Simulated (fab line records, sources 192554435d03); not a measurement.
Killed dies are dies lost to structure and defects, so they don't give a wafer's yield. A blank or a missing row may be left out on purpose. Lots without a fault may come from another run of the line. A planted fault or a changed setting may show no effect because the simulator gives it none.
fab line records | flow n5_finfet
record lots=7 wafers=20 last_day=18
route steps=1938 shown BEOL_M4@1096
lots that met no fault: from a run of the same line without faults
start_h: hours from the record's first day to the start of the lot's first wafer shown | wait_h: hours since the lot's step before | " the same as in the row above | L1.1+2: a row that stands for several wafers | - no value, or no start given | * or withheld: withheld | < > ~ a bound
route shown NAME@n: a module of which the file shows steps, and the number in the route of the first | usual: mean/standard deviation of fault-free wafers | same: alike in all rows | chamber/n: place in a boat | sites: the reading at each site | _std_site: their standard deviation | _edge_site: outer sites' mean less inner sites' | radius_mm: how far each site lies from the wafer's centre | mask NAME#n: copy n | behind: the tool/chamber that last shaped the wafer | hold: why the lot was held/for how many hours/how that ended | device: the transistor (n, p or np) that didn't switch | end of line: the same wafers' tests at the end of the route | a step without rows: its recipe alone | killed: dies lost to structure and defects at the first sort, not the wafer's yield | map: a wafer's dies, x killed, . not, _ none there
set.NAME: the setting as run; set.NAME@STEP: as run at that earlier step | model.NAME: the simulator's own value behind a step, which no gauge read
lots at some steps of the route; a table a step, a row a wafer
services: from which hour (start_h, from the record's first day; less than 0 if before it) a tool's chamber was out of use, for how many hours, and why
## steps
# step N5_BEOL_M4_SPUTTER_92
# recipe material=Cu target_thk_a=45 temp_c=-20 chamber_pressure_pa=0.07 power_w=withheld time_s=8.29
# usual chuck_sensor_temp_C=-15.8/0.43 substrate_temp_c=-20.01/0.11 throttle_valve_pct=30.1/0.94
# columns lot.wafer tool chamber start_h wait_h chuck_sensor_temp_C substrate_temp_c throttle_valve_pct
L285.1 pvd_sputter-02 - 167.86 0.1 -15.9 -19.93 30.2
L285.2 " - " " -15.5 -20.00 31.9
L285.5 " - " " -15.3 -19.84 31.6
L286.2 pvd_sputter-02 - 177.06 0.1 -15.7 -20.02 30.3
L286.4 " - " " -15.8 -19.97 29.2
L286.6 " - " " -15.6 -19.81 30.4
L295.2 pvd_sputter-02 - 233.03 0.1 -15.3 -19.89 31.8
L295.3 " - " " -16.3 -20.04 30.6
L295.5 " - " " -15.7 -19.93 29.2
L297.4 pvd_sputter-03 - 243.30 0.1 -16.2 -20.06 28.5
L297.5 " - " " -15.6 -19.93 30.3
L297.6 " - " " -15.5 -20.00 29.5
L299.2 pvd_sputter-01 - 267.02 0.1 -16.0 -19.94 29.1
L299.4 " - " " -15.5 -20.09 30.6
L305.1 pvd_sputter-02 - 306.96 0.1 -15.4 -20.04 29.2
L305.2 " - " " -16.3 -19.85 30.7
L305.6 " - " " -15.3 -20.11 32.0
L308.1 pvd_sputter-03 - 315.45 0.1 -16.3 -19.99 28.3
L308.4 " - " " -16.5 -19.88 29.5
L308.6 " - " " -15.7 -19.97 29.5
# step N5_BEOL_M4_ANNEAL_93
# recipe temp_c=400 time_s=240 ambient=vacuum
# usual heater_power_w=822/77
# columns lot.wafer tool chamber start_h wait_h heater_power_w
L285.1 pvd_sputter-02 - 167.94 0.0 719
L285.2 " - " " 772
L285.5 " - " " 795
L286.2 pvd_sputter-02 - 177.14 0.0 712
L286.4 " - " " 844
L286.6 " - " " 711
L295.2 pvd_sputter-02 - 233.11 0.0 771
L295.3 " - " " 855
L295.5 " - " " 826
L297.4 pvd_sputter-03 - 243.38 0.0 790
L297.5 " - " " 765
L297.6 " - " " 865
L299.2 pvd_sputter-01 - 267.10 0.0 785
L299.4 " - " " 756
L305.1 pvd_sputter-02 - 307.04 0.0 818
L305.2 " - " " 848
L305.6 " - " " 793
L308.1 pvd_sputter-03 - 315.53 0.0 777
L308.4 " - " " 1007
L308.6 " - " " 856
# step N5_BEOL_M4_SPUTTER_94
# recipe material=Cu target_thk_a=45 temp_c=-20 chamber_pressure_pa=0.07 power_w=withheld time_s=8.29
# step N5_BEOL_M4_ANNEAL_95
# recipe temp_c=400 time_s=240 ambient=vacuum
# usual heater_power_w=824/76
# columns lot.wafer tool chamber start_h wait_h heater_power_w
L285.1 pvd_sputter-02 - 168.16 0.0 703
L285.2 " - " " 809
L285.5 " - " " 798
L286.2 pvd_sputter-02 - 177.36 0.0 701
L286.4 " - " " 840
L286.6 " - " " 701
L295.2 pvd_sputter-02 - 233.33 0.0 809
L295.3 " - " " 852
L295.5 " - " " 830
L297.4 pvd_sputter-03 - 243.60 0.0 780
L297.5 " - " " 740
L297.6 " - " " 876
L299.2 pvd_sputter-01 - 267.32 0.0 786
L299.4 " - " " 756
L305.1 pvd_sputter-02 - 307.26 0.0 820
L305.2 " - " " 866
L305.6 " - " " 788
L308.1 pvd_sputter-03 - 315.75 0.0 777
L308.4 " - " " 1010
L308.6 " - " " 865
# step N5_BEOL_M4_SPUTTER_96
# recipe material=Cu target_thk_a=45 temp_c=-20 chamber_pressure_pa=0.07 power_w=withheld time_s=8.29
# step N5_BEOL_M4_ECD_50
# recipe material=Cu target_thk_a=3000
# step N5_BEOL_M4_ANNEAL_51
# recipe temp_c=225 time_s=90 ambient=N2
# usual wafer_temp_C_max=225.88/0.24
# columns lot.wafer tool chamber start_h wait_h wafer_temp_C_max
L285.1 rtp_anneal-01 0 168.49 0.1 225.75
L285.2 " 0 " " 225.99
L285.5 " 0 " " 225.94
L286.2 rtp_anneal-02 0 177.74 0.1 225.63
L286.4 " 0 " " 225.36
L286.6 " 0 " " 225.88
L295.2 rtp_anneal-01 0 233.73 0.1 225.62
L295.3 " 0 " " 225.69
L295.5 " 0 " " 226.02
L297.4 rtp_anneal-01 0 244.28 0.4 226.02
L297.5 " 0 " " 225.96
L297.6 " 0 " " 225.50
L299.2 rtp_anneal-01 0 267.74 0.2 226.12
L299.4 " 0 " " 225.98
L305.1 rtp_anneal-02 0 307.59 0.1 226.07
L305.2 " 0 " " 225.62
L305.6 " 0 " " 225.70
L308.1 rtp_anneal-01 0 316.08 0.1 226.33
L308.4 " 0 " " 226.16
L308.6 " 0 " " 226.28
# step N5_BEOL_M4_CMP_52
# recipe stop_on=SiOC t_overpolish_s=6.8 down_force_psi=1 platen_rpm=50 clearing_platen_down_force_psi=1.5 clearing_platen_rpm=50 post_cmp_clean=cu_alkaline target_thk_nm=40 clearing_platen_pad_velocity_m_s=0.99484 pad_velocity_m_s=0.99484
# step N5_BEOL_M4_THK_MEAS_53
# recipe thk_meas_gauge=xrf reads=Cu_of_BEOL_M4_ECD_50
# usual M4_THK=39.5/1.4
# columns lot.wafer tool chamber start_h wait_h M4_THK[nm]
L285.1 film_metro-01 - 169.09 - 38.3
L285.2 " - " " 38.2
L285.5 " - " " 37.4
L286.2 film_metro-01 - 178.29 - 38.9
L286.4 " - " " 36.9
L286.6 " - " " 37.6
L295.2 film_metro-02 - 234.28 - 41.5
L295.3 " - " " 41.6
L295.5 " - " " 40.6
L297.4 film_metro-02 - 244.89 - 38.6
L297.5 " - " " 40.6
L297.6 " - " " 39.8
L299.2 film_metro-01 - 268.51 - 35.9
L299.4 " - " " 39.3
L305.1 film_metro-01 - 308.61 - 38.8
L305.2 " - " " 39.9
L305.6 " - " " 40.3
L308.1 film_metro-01 - 316.68 - 38.2
L308.4 " - " " 38.0
L308.6 " - " " 38.1
# step N5_BEOL_M4_PRE_CLEAN_60
# recipe gas=NH3/H2 time_s=15 temp_c=* rf_power_w=300
# usual heater_power_w=77/8.5
# columns lot.wafer tool chamber start_h wait_h heater_power_w
L285.1 cvd_co-02 2 169.12 0.0 88
L285.2 " 0 " " 72
L285.5 " 2 " " 89
L286.2 cvd_co-01 1 178.33 0.0 64
L286.4 " 0 " " 82
L286.6 " 1 " " 63
L295.2 cvd_co-01 0 234.31 0.0 84
L295.3 " 1 " " 62
L295.5 " 0 " " 84
L297.4 cvd_co-01 1 244.94 0.1 64
L297.5 " 0 " " 81
L297.6 " 2 " " 79
L299.2 cvd_co-02 2 268.55 0.0 89
L299.4 " 0 " " 71
L305.1 cvd_co-02 2 308.65 0.0 89
L305.2 " 0 " " 71
L305.6 " 2 " " 90
L308.1 cvd_co-01 2 316.71 0.0 77
L308.4 " 0 " " 84
L308.6 " 1 " " 64
# step N5_BEOL_M4_CO_CAP_55
# recipe material=Co target_thk_a=20 temp_c=200 precursor=CCTBA/H2 pressure_torr=30 time_s=102.1
# step N5_BEOL_M4_PRE_CLEAN_56
# recipe gas=NH3 time_s=15 temp_c=withheld rf_power_w=300
# step N5_BEOL_M4_DEP_57
# recipe material=SiCN target_thk_a=80 temp_c=withheld precursor=3MS/NH3 pressure_torr=3 rf_w=202 time_s=14
# usual showerhead_plenum_p_Torr=3.667/0.015 throttle_valve_pct=8.8/0.38
# columns lot.wafer tool chamber start_h wait_h showerhead_plenum_p_Torr throttle_valve_pct model.SiCN_of_BEOL_M4_DEP_57.thk_nm
L285.1 pecvd-01 1 169.28 0.0 3.663 9.6 8
L285.2 " 0 " " 3.670 9.1 8
L285.5 " 1 " " 3.667 9.3 8
L286.2 pecvd-04 1 178.49 0.0 3.677 9.4 8
L286.4 " 0 " " 3.681 8.5 8.2
L286.6 " 1 " " 3.679 9.5 8.2
L295.2 pecvd-03 2 234.52 0.0 3.665 8.4 7.8
L295.3 " 0 " " 3.668 8.5 8.4
L295.5 " 2 " " 3.658 8.5 7.8
L297.4 pecvd-03 1 245.10 0.0 3.637 8.9 8.8
L297.5 " 2 " " 3.673 8.5 8.2
L297.6 " 0 " " 3.673 8.7 8.2
L299.2 pecvd-03 2 268.72 0.0 3.671 8.5 8
L299.4 " 1 " " 3.644 8.6 8.6
L305.1 pecvd-04 0 308.81 0.0 3.694 8.7 8
L305.2 " 2 " " 3.675 8.6 8
L305.6 " 2 " " 3.679 8.5 8.2
L308.1 pecvd-01 0 316.87 0.0 3.682 8.9 8.2
L308.4 " 2 " " 3.666 8.3 8.2
L308.6 " 0 " " 3.674 8.8 8.2
# step N5_BEOL_M4_RS_MEAS_58
# recipe thk_meas_gauge=four-point-probe reads=Co_of_BEOL_M4_CO_CAP_55+Cu_of_BEOL_M4_ECD_50+Co_of_BEOL_M4_CVD_47+TaN_of_BEOL_M4_ALD_84
# usual M4_RS=0.675/0.029
# columns lot.wafer tool chamber start_h wait_h M4_RS[ohm/sq]
L285.1 film_metro-01 - 169.35 0.0 0.677
L285.2 " - " " 0.678
L285.5 " - " " 0.702
L286.2 film_metro-02 - 178.55 0.1 0.690
L286.4 " - " " 0.732
L286.6 " - " " 0.716
L295.2 film_metro-02 - 234.59 0.1 0.636
L295.3 " - " " 0.640
L295.5 " - " " 0.659
L297.4 film_metro-02 - 245.15 0.0 0.702
L297.5 " - " " 0.657
L297.6 " - " " 0.673
L299.2 film_metro-02 - 268.80 0.1 0.756
L299.4 " - " " 0.669
L305.1 film_metro-02 - 308.87 0.0 0.682
L305.2 " - " " 0.657
L305.6 " - " " 0.647
L308.1 film_metro-02 - 316.94 0.0 0.704
L308.4 " - " " 0.706
L308.6 " - " " 0.706
# step N5_BEOL_M4_RC_MEAS_101
# usual DIBL_N=36.0/2 DIBL_P=36.2/2.2 IOFF_N=0.16/0.034 IOFF_P=0.21/0.04 ION_N=675/12 ION_P=463/7.2 SS_N=71.6/0.6 SS_P=73.3/0.67 VT_N=250/3 VT_P=-251/3.4
# columns lot.wafer tool chamber start_h wait_h DIBL_N[mV/V] DIBL_P[mV/V] IOFF_N[nA/um] IOFF_P[nA/um] ION_N[uA/um] ION_P[uA/um] SS_N[mV/dec] SS_P[mV/dec] VT_N[mV] VT_P[mV]
L285.1 prober-02 0 169.40 0.0 35.4 35.1 0.12 0.18 658 455 71.6 73.5 254 -256
L285.2 " 0 " " 35.6 35.1 0.13 0.20 655 459 71.9 73.0 253 -251
L285.5 " 0 " " 34.1 33.7 0.10 0.17 645 454 71.2 73.1 253 -255
L286.2 prober-01 0 178.76 0.2 34.6 34.8 0.15 0.20 684 464 70.9 73.5 251 -249
L286.4 " 0 " " 35.3 35.7 0.15 0.21 678 462 71.7 73.5 252 -247
L286.6 " 0 " " 35.3 36.3 0.16 0.21 678 464 71.3 73.9 251 -250
L295.2 prober-02 0 234.80 0.2 35.9 36.9 0.17 0.21 675 456 72.1 73.2 251 -253
L295.3 " 0 " " 35.2 35.1 0.16 0.17 680 460 71.4 73.1 251 -254
L295.5 " 0 " " 35.8 35.8 0.16 0.19 673 458 71.1 73.7 251 -254
L297.4 prober-01 0 245.66 0.5 35.2 37.1 0.16 0.24 673 468 70.8 73.5 250 -244
L297.5 " 0 " " 35.5 36.8 0.16 0.23 680 465 70.9 73.3 250 -249
L297.6 " 0 " " 35.8 38.0 0.17 0.25 685 474 71.6 73.7 249 -249
L299.2 prober-02 0 269.01 0.2 33.2 33.3 0.11 0.18 672 471 71.9 72.3 255 -252
L299.4 " 0 " " 33.6 34.0 0.11 0.18 659 464 70.6 72.9 254 -250
L305.1 prober-02 0 308.93 0.0 38.3 37.7 0.18 0.22 672 460 71.9 73.9 252 -249
L305.2 " 0 " " 36.7 36.8 0.16 0.21 687 472 72.0 73.7 250 -248
L305.6 " 0 " " 37.5 37.7 0.17 0.23 670 466 72.0 74.0 253 -251
L308.1 prober-01 0 316.99 0.0 34.8 34.2 0.13 0.17 674 461 71.5 73.4 254 -253
L308.4 " 0 " " 34.8 34.1 0.13 0.18 665 458 71.5 73.5 253 -253
L308.6 " 0 " " 36.5 36.2 0.16 0.20 680 463 71.9 74.2 252 -252
## services
# columns tool chamber start_h hours kind
rtp_anneal-02 - 144.60 0.8 pm
pecvd-04 2 150.65 5.5 scheduled_down
pecvd-04 2 179.89 4.6 scheduled_down
pecvd-01 2 187.71 5.5 scheduled_down
pecvd-03 2 202.38 - clean
pecvd-03 2 202.38 - consumable_replace:showerhead
pecvd-03 2 202.38 29.0 scheduled_down
pecvd-03 2 202.38 29.0 vent_cycle
cvd_co-01 2 231.13 12.4 repair
pecvd-04 2 233.81 14.8 repair
pecvd-04 - 237.05 0.8 repair
pecvd-03 - 255.45 3.2 repair
pecvd-03 0 264.70 12.5 repair
pecvd-04 - 264.72 2.1 repair
pvd_sputter-01 - 272.12 7.8 repair
pecvd-03 0 286.79 6.2 repair
pecvd-03 1 289.53 4.4 repair
## key
first_sign none at tools or gauges
model_effect step=N5_BEOL_M4_DEP_57 value=SiCN_of_BEOL_M4_DEP_57.thk_nm without=8 struck=8.6
met_at N5_BEOL_M4_DEP_57
struck_wafers L295.3,L297.4,L299.4
fault kind=process_parameter_drift tool=pecvd-03 chamber=- onset_h=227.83 steps=N5_BEOL_M4_DEP_57 channel=time_s offset=* shape=step end_h=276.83 scope=struck_wafers_only acts_in=* stated=*
